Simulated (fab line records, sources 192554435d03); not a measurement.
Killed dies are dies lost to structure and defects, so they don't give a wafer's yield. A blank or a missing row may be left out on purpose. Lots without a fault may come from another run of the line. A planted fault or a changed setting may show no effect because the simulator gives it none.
Chamber matching | flow n5_finfet | N5_BEOL_M0_SAQP_HM_DEP_111 on pecvd-04: 3 sister chambers
The step deposits SiO2 from SiH4/N2O, target thk 12 nm, time 7.2 s. 3 wafers are shown with their chamber, then 10 later ones without.

WAFERS WITH THEIR CHAMBER
wafer  | chamber | showerhead_plenum_p_Torr (Torr)
L079.6 | 1       | 8.05
L086.2 | 0       | 8.21
L086.3 | 2       | 7.92

WAFERS WITHOUT THEIR CHAMBER
wafer  | showerhead_plenum_p_Torr (Torr)
L086.6 | 8.21
L089.2 | 8.22
L089.3 | 7.90
L089.6 | 7.90
L093.3 | 8.06
L093.5 | 8.06
L093.6 | 7.92
L095.2 | 8.07
L095.4 | 8.18
L095.6 | 7.91

WHICH CHAMBER EACH WENT THROUGH
wafer  | from the rows above | in truth
L086.6 | 0                   | 0
L089.2 | 0                   | 0
L089.3 | 2                   | 2
L089.6 | 2                   | 2
L093.3 | 1                   | 1
L093.5 | 1                   | 1
L093.6 | 2                   | 2
L095.2 | 1                   | 1
L095.4 | 0                   | 0
L095.6 | 2                   | 2
Placed correctly: 10 of 10. Can't be placed from these rows: 0. Placed wrongly: 0.
How it was worked out, from the rows above alone: a wafer's distance from a chamber is the root of the sum, over the readings, of the square of ((its reading less the chamber's mean) divided by the reading's scatter). The wafer belongs to the nearest chamber; if the next one is less than 2 further off, it can't be placed. A chamber's mean is the mean of its shown wafers. The scatter: with one shown wafer a chamber, the root of the mean of the squares of how far each hidden wafer lies from its nearest shown one.
